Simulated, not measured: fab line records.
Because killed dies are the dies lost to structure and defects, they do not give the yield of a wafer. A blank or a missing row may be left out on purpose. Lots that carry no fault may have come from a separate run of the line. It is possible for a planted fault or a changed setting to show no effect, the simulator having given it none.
fab line records ; flow nand-harc
[record] lots = 7; wafers = 21; last-day = 31
route steps=1302 shown A_BONDPAD@1208
lots with no fault: from the same line, run without faults
start-h: hours from the record's opening day to when the first of the lot's shown wafers began ; wait-h: hours elapsed since this lot's preceding step ; " identical to the entry in the row above ; L1.1+2: several wafers, shown together as one row ; - no value present, or no start provided ; * or withheld: withheld ; < > ~ a bound
route shown NAME@n: NAME is a module with steps in the file, n the number in the route of the first one ; usual: the fault-free wafers' mean and standard deviation ; same: alike in all rows ; chamber/n: place in a boat ; sites: per-site readings ; _std_site: the standard deviation of these ; _edge_site: the outer-site mean with the inner-site mean subtracted ; radius-mm: how far each site lies from the wafer's centre ; mask NAME#n: copy n ; behind: the tool/chamber that last shaped the wafer ; hold: why the lot went on hold/how many hours it stayed there/how the hold came to an end ; device: names the non-switching transistor (n, p or np) ; end of line: the same wafers' tests at the end of the route ; step lacking rows: just its recipe ; killed: not the wafer's yield, but the dies lost to structure and defects at the first sort ; map: per-die view of a wafer (x killed, . not killed, _ where there is no die)
set.NAME: the setting the step ran with; set.NAME@STEP: the setting that earlier step ran with ; model.NAME: the simulator's own value behind a step, which no gauge read
certain route steps with their lots: each step a table, each wafer a row
services: the hour from which a tool's chamber was out of use, counted from the record's first day as start-h (under 0 if before that day), plus the number of hours and why
[[steps]]
[step NHARC_A_BONDPAD_COAT_33]
[recipe] temp-c = 200; time-s = 65
[step NHARC_A_BONDPAD_COAT_03]
[recipe] spin-rpm = 2000; resist-thk-nm = 600
[step NHARC_A_BONDPAD_SOFTBAKE_04]
[recipe] temp-c = 125; time-s = 70
[step NHARC_A_BONDPAD_EBR_05]
[step NHARC_A_BONDPAD_EXPOSE_06]
[recipe] na = 0.55; dose-mj = 36.99; mask-id = A_BPAD
[step NHARC_A_BONDPAD_PEB_07]
[recipe] peb-temp-c = 128; peb-time-s = 80
[step NHARC_A_BONDPAD_DEVELOP_08]
[recipe] time-s = 50; dev-temp-c = 22
[step NHARC_A_BONDPAD_CD_MEAS_09]
[recipe] target-cd-nm = 500; landing-energy-ev = 500
[usual] cd-nm = 499.5/2.1
lot.wafer;tool;chamber;start-h;wait-h;cd-nm
L895.1;cd-sem-03;0;576.78;-;500.4
L895.4;cd-sem-03;0;576.78;-;502.2
L895.5;cd-sem-03;0;576.78;-;504.6
L897.3;cd-sem-03;0;594.59;-;503.3
L897.4;cd-sem-03;0;594.59;-;497.2
L897.5;cd-sem-03;0;594.59;-;496.3
L896.1;cd-sem-03;0;594.93;-;497.5
L896.2;cd-sem-03;0;594.93;-;495.5
L896.3;cd-sem-03;0;594.93;-;500.1
L900.3;cd-sem-01;0;636.40;-;496.7
L900.4;cd-sem-01;0;636.40;-;501.6
L900.5;cd-sem-01;0;636.40;-;502.4
L907.2;cd-sem-02;0;714.54;-;497.2
L907.3;cd-sem-02;0;714.54;-;500.5
L907.6;cd-sem-02;0;714.54;-;499.3
L911.1;cd-sem-02;0;729.21;-;499.0
L911.5;cd-sem-02;0;729.21;-;497.1
L911.6;cd-sem-02;0;729.21;-;496.3
L909.1;cd-sem-03;0;730.64;-;498.6
L909.3;cd-sem-03;0;730.64;-;500.0
L909.6;cd-sem-03;0;730.64;-;497.0
[step NHARC_A_BONDPAD_OVL_MEAS_35]
[usual] overlay-x-nm = 0/4; overlay-y-nm = 1/6.9
lot.wafer;tool;chamber;start-h;wait-h;overlay-x-nm;overlay-y-nm
L895.1;overlay-02;-;576.87;-;-1;-5
L895.4;overlay-02;-;576.87;-;-1;-6
L895.5;overlay-02;-;576.87;-;-1;-5
L897.3;overlay-02;-;594.68;-;-2;10
L897.4;overlay-02;-;594.68;-;-2;10
L897.5;overlay-02;-;594.68;-;-1;9
L896.1;overlay-01;-;595.02;-;-3;2
L896.2;overlay-01;-;595.02;-;-3;2
L896.3;overlay-01;-;595.02;-;-3;2
L900.3;overlay-02;-;636.48;-;-2;-6
L900.4;overlay-02;-;636.48;-;-1;-6
L900.5;overlay-02;-;636.48;-;-1;-6
L907.2;overlay-01;-;714.62;-;1;12
L907.3;overlay-01;-;714.62;-;1;12
L907.6;overlay-01;-;714.62;-;1;13
L911.1;overlay-01;-;729.30;-;-1;5
L911.5;overlay-01;-;729.30;-;0;5
L911.6;overlay-01;-;729.30;-;0;5
L909.1;overlay-01;-;730.72;-;1;-4
L909.3;overlay-01;-;730.72;-;1;-3
L909.6;overlay-01;-;730.72;-;1;-3
[step NHARC_A_BONDPAD_HARDBAKE_10]
[recipe] temp-c = 118; time-s = 65
[step NHARC_A_BONDPAD_DESCUM_11]
[recipe] time-s = 3; o2-flow-sccm = 200; ar-flow-sccm = 0; bias-power-w = 0; chemistry = O2
[usual] drypump-motor-current-A = 6.0/0.38; oes-product-au = 0.998/0.014; rf-vpp-V = 57.6/0.87; showerhead-plenum-p-Torr = 1.90/0.099; throttle-valve-pct = 11.311/0.0097
lot.wafer;tool;chamber;start-h;wait-h;drypump-motor-current-A;oes-product-au;rf-hours-counter-h;rf-vpp-V;showerhead-plenum-p-Torr;throttle-valve-pct
L895.1;rie-diel-11;3;576.99;-;5.6;1.003;4;57.4;2.01;11.314
L895.4;rie-diel-11;1;576.99;-;6.2;1.015;4;57.5;1.83;11.326
L895.5;rie-diel-11;3;576.99;-;5.7;0.994;-;58.2;2.01;11.307
L897.3;rie-diel-11;2;594.80;-;6.5;1.003;4;57.2;2.03;11.298
L897.4;rie-diel-11;3;594.80;-;5.7;0.988;4;58.1;2.01;11.322
L897.5;rie-diel-11;2;594.80;-;6.5;0.997;-;57.5;2.03;11.325
L896.3;rie-diel-11;3;595.14;-;5.6;1.000;4;59.2;2.01;11.318
L896.2;rie-diel-11;1;595.14;-;6.2;1.008;4;58.1;1.83;11.314
L896.1;rie-diel-11;2;595.14;-;6.5;1.001;4;58.5;2.03;11.326
L900.4;rie-diel-11;3;636.61;-;5.6;0.998;0;58.5;2.01;11.303
L900.3;rie-diel-11;0;636.61;-;5.9;0.961;0;55.9;1.79;11.284
L900.5;rie-diel-11;0;636.61;-;5.9;0.974;-;56.8;1.79;11.328
L907.2;rie-diel-11;1;714.74;-;6.2;1.012;3;58.8;1.83;11.296
L907.3;rie-diel-11;2;714.74;-;6.5;1.005;3;57.1;2.03;11.308
L907.6;rie-diel-11;1;714.74;-;6.2;1.017;-;57.4;1.83;11.321
L911.1;rie-diel-11;2;729.44;-;6.5;1.007;3;57.7;2.03;11.308
L911.6;rie-diel-11;0;729.44;-;5.9;0.991;-;56.6;1.79;11.307
L911.5;rie-diel-11;1;729.44;-;6.2;0.996;-;56.9;1.83;11.310
L909.1;rie-diel-11;1;730.86;-;6.2;1.001;3;56.8;1.83;11.322
L909.3;rie-diel-11;2;730.86;-;6.5;1.002;3;58.5;2.03;11.302
L909.6;rie-diel-11;1;730.86;-;6.2;0.994;-;58.7;1.83;11.303
[step NHARC_A_BONDPAD_ETCH_34]
[recipe] target-depth-a = 600; overetch-a = 180; time-s = 65.91; ion-energy-ev = 200; n2-flow-sccm = 150; h2-flow-sccm = 150; ar-flow-sccm = 0; rf-w = 400; bias-w = 150; chemistry = N2/H2
[usual] drypump-motor-current-A = 6.0/0.39; h2-flow-sccm = 150.0/0.41; n2-flow-sccm = 150.1/0.46; oes-product-au = 0.997/0.014; rf-fwd-power-W = 396.0/1.6; rf-vpp-V = 430/3.1; showerhead-plenum-p-Torr = 2.03/0.11; throttle-valve-pct = 14.172/0.0087
lot.wafer;tool;chamber;start-h;wait-h;drypump-motor-current-A;h2-flow-sccm;n2-flow-sccm;oes-product-au;rf-fwd-power-W;rf-hours-counter-h;rf-vpp-V;showerhead-plenum-p-Torr;throttle-valve-pct
L895.1;rie-diel-11;0;577.09;0.1;5.9;149.7;150.2;1.006;393.6;4;426;1.91;14.172
L895.4;rie-diel-11;1;577.09;0.1;6.2;150.1;151.0;1.010;395.6;4;428;1.95;14.175
L895.5;rie-diel-11;2;577.09;0.1;6.5;149.5;151.0;0.991;397.4;-;435;2.17;14.175
L897.3;rie-diel-11;3;594.89;0.1;5.7;149.8;149.8;0.996;396.5;4;435;2.15;14.169
L897.4;rie-diel-11;1;594.89;0.1;6.2;150.6;149.3;1.005;397.9;4;429;1.95;14.168
L897.5;rie-diel-11;0;594.89;0.1;5.9;150.0;149.9;0.990;395.5;-;427;1.91;14.174
L896.1;rie-diel-11;0;595.23;0.1;5.9;150.3;150.9;0.995;395.4;4;427;1.91;14.175
L896.2;rie-diel-11;1;595.23;0.1;6.2;150.0;149.9;1.005;398.7;4;427;1.95;14.177
L896.3;rie-diel-11;2;595.23;0.1;6.5;150.5;149.9;0.997;396.3;4;433;2.17;14.181
L900.4;rie-diel-11;2;636.70;0.1;6.5;149.7;149.8;0.988;392.8;0;433;2.17;14.165
L900.3;rie-diel-11;3;636.70;0.1;5.7;149.6;149.6;0.999;400.0;0;436;2.15;14.168
L900.5;rie-diel-11;2;636.70;0.1;6.5;149.5;150.1;0.989;394.3;-;434;2.17;14.167
L907.2;rie-diel-11;3;714.84;0.1;5.6;150.2;149.8;0.997;396.8;3;433;2.15;14.151
L907.3;rie-diel-11;0;714.84;0.1;5.9;150.2;151.1;0.997;395.1;3;426;1.91;14.158
L907.6;rie-diel-11;1;714.84;0.1;6.2;150.2;150.8;1.007;399.5;-;429;1.95;14.175
L911.1;rie-diel-11;3;729.52;0.1;5.6;149.6;150.2;1.000;397.6;3;435;2.15;14.172
L911.6;rie-diel-11;0;729.52;0.1;5.9;149.8;149.7;1.000;397.2;-;427;1.91;14.176
L911.5;rie-diel-11;1;729.52;0.1;6.3;150.3;149.8;1.011;396.2;-;429;1.95;14.178
L909.1;rie-diel-11;0;730.94;0.1;5.9;150.1;150.4;0.990;394.7;3;427;1.91;14.169
L909.3;rie-diel-11;2;730.94;0.1;6.6;150.2;149.8;1.001;394.1;3;433;2.17;14.163
L909.6;rie-diel-11;0;730.94;0.1;5.9;150.3;150.6;0.992;396.0;-;428;1.91;14.180
[step NHARC_A_BONDPAD_ETCH_12]
[recipe] target-depth-a = 2200; time-s = 110; chf3-flow-sccm = 50; o2-flow-sccm = 10; ar-flow-sccm = 200; rf-w = 500; bias-w = 200; chemistry = CHF3/O2
[usual] chf3-flow-sccm = 50.01/0.16; drypump-motor-current-A = 6.0/0.37; oes-product-au = 0.941/0.023; rf-fwd-power-W = 496.7/1.7; rf-vpp-V = 370.0/2.7; showerhead-plenum-p-Torr = 2.38/0.12; throttle-valve-pct = 20.573/0.0092
lot.wafer;tool;chamber;start-h;wait-h;chf3-flow-sccm;drypump-motor-current-A;oes-product-au;rf-fwd-power-W;rf-hours-counter-h;rf-vpp-V;showerhead-plenum-p-Torr;throttle-valve-pct
L895.1;rie-diel-11;0;577.18;-;50.07;5.9;0.922;496.5;4;367.1;2.26;20.559
L895.4;rie-diel-11;2;577.18;-;50.14;6.5;0.924;497.9;4;374.0;2.54;20.555
L895.5;rie-diel-11;3;577.18;-;50.19;5.7;0.915;496.7;-;372.8;2.52;20.579
L897.3;rie-diel-11;2;594.98;-;50.06;6.5;0.945;496.9;4;374.3;2.54;20.560
L897.4;rie-diel-11;1;594.98;-;50.02;6.2;0.965;498.0;4;368.0;2.31;20.571
L897.5;rie-diel-11;3;594.98;-;49.92;5.7;0.930;495.3;-;373.8;2.52;20.586
L896.2;rie-diel-11;2;595.33;-;49.74;6.5;0.969;499.2;4;371.2;2.54;20.564
L896.3;rie-diel-11;3;595.33;-;50.01;5.6;0.952;497.1;4;374.0;2.52;20.576
L896.1;rie-diel-11;0;595.33;-;49.89;5.9;0.949;496.4;4;367.0;2.26;20.554
L900.3;rie-diel-11;1;636.79;-;50.08;6.2;0.996;495.0;0;367.6;2.31;20.565
L900.4;rie-diel-11;2;636.79;-;49.89;6.5;0.971;497.9;0;372.3;2.54;20.568
L900.5;rie-diel-11;1;636.79;-;50.06;6.2;0.992;497.7;-;369.6;2.31;20.583
L907.2;rie-diel-11;0;714.93;-;49.84;5.9;0.730;295.6;3;366.5;2.26;20.573
L907.3;rie-diel-11;2;714.93;-;50.19;6.5;0.732;297.0;3;373.9;2.54;20.583
L907.6;rie-diel-11;0;714.93;-;49.83;5.9;0.729;296.7;-;367.3;2.26;20.561
L911.1;rie-diel-11;2;729.60;-;50.11;6.5;0.736;294.2;3;372.4;2.54;20.556
L911.5;rie-diel-11;2;729.60;-;50.16;6.5;0.724;296.5;-;373.7;2.54;20.589
L911.6;rie-diel-11;3;729.60;-;50.02;5.7;0.728;297.7;-;372.8;2.52;20.572
L909.1;rie-diel-11;2;731.04;-;50.23;6.5;0.707;293.9;3;373.5;2.54;20.568
L909.3;rie-diel-11;3;731.04;-;49.98;5.7;0.706;299.5;3;372.8;2.52;20.557
L909.6;rie-diel-11;1;731.04;-;49.97;6.3;0.718;299.5;-;368.3;2.30;20.578
[step NHARC_A_BONDPAD_CD_MEAS_13]
[usual] cd-nm = 498.9/2.3
lot.wafer;tool;chamber;start-h;wait-h;cd-nm
L895.1;cd-sem-02;-;577.31;-;499.1
L895.4;cd-sem-02;-;577.31;-;502.0
L895.5;cd-sem-02;-;577.31;-;504.9
L897.3;cd-sem-03;-;595.12;-;502.1
L897.4;cd-sem-03;-;595.12;-;497.1
L897.5;cd-sem-03;-;595.12;-;496.9
L896.1;cd-sem-03;-;595.46;-;497.0
L896.2;cd-sem-03;-;595.46;-;494.7
L896.3;cd-sem-03;-;595.46;-;499.6
L900.3;cd-sem-01;-;636.93;-;496.6
L900.4;cd-sem-01;-;636.93;-;502.2
L900.5;cd-sem-01;-;636.93;-;502.9
L907.2;cd-sem-02;-;715.06;-;494.8
L907.3;cd-sem-02;-;715.06;-;496.8
L907.6;cd-sem-02;-;715.06;-;496.5
L911.1;cd-sem-02;-;729.73;-;493.7
L911.5;cd-sem-02;-;729.73;-;493.4
L911.6;cd-sem-02;-;729.73;-;493.4
L909.1;cd-sem-03;-;731.17;-;496.8
L909.3;cd-sem-03;-;731.17;-;496.0
L909.6;cd-sem-03;-;731.17;-;494.2
[[services]]
tool;chamber;start-h;hours;kind
rie-diel-11;0;564.01;-;clean
rie-diel-11;1;564.01;-;clean
rie-diel-11;2;564.01;-;clean
rie-diel-11;3;564.01;-;clean
rie-diel-11;0;588.51;-;clean
rie-diel-11;1;588.51;-;clean
rie-diel-11;2;588.51;-;clean
rie-diel-11;3;588.51;-;clean
rie-diel-11;-;609.50;9.0;pm
rie-diel-11;0;609.50;9.0;vent-cycle
rie-diel-11;1;609.50;9.0;vent-cycle
rie-diel-11;2;609.50;9.0;vent-cycle
rie-diel-11;3;609.50;9.0;vent-cycle
rie-diel-11;0;618.50;-;clean
rie-diel-11;1;618.50;-;clean
rie-diel-11;2;618.50;-;clean
rie-diel-11;3;618.50;-;clean
rie-diel-11;0;643.00;-;clean
rie-diel-11;1;643.00;-;clean
rie-diel-11;2;643.00;-;clean
rie-diel-11;3;643.00;-;clean
rie-diel-11;0;667.50;-;clean
rie-diel-11;1;667.50;-;clean
rie-diel-11;2;667.50;-;clean
[[key]]
[first-sign] step = NHARC_A_BONDPAD_ETCH_12; reading = rf-fwd-power-W; direction = down; sigmas = 99+; usual = *; struck = *
[effect] step = NHARC_A_BONDPAD_ETCH_12; reading = oes-product-au; direction = down; sigmas = 9.5; usual = 0.941; struck = 0.723
[effect] step = NHARC_A_BONDPAD_CD_MEAS_13; reading = cd-nm; direction = down; sigmas = 1.7; usual = 498.9; struck = 495.1
met-at NHARC_A_BONDPAD_ETCH_12
struck-wafers L907.2,L907.3,L907.6,L909.1,L909.3,L909.6,L911.1,L911.5,L911.6
later-rows-left-out L907.2,L907.3,L907.6,L909.1,L909.3,L909.6,L911.1,L911.5,L911.6
sort-left-out L907.2,L907.3,L907.6,L909.1,L909.3,L909.6,L911.1,L911.5,L911.6
onset-between 636.79 714.93
[fault] kind = process-parameter-drift; tool = rie-diel-11; chamber = -; onset-h = 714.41; steps = NHARC_A_BONDPAD_ETCH_12; channel = rf-w; offset = *; shape = step; end-h = 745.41; acts-in = *; stated = *
// sort-left-out: the simulated sort isn't trusted on such a fault, so these wafers' sort isn't shown, and their yield isn't known
// later-rows-left-out: the simulator's readings of these wafers behind a module that went badly wrong aren't trusted and aren't shown, but for the sort
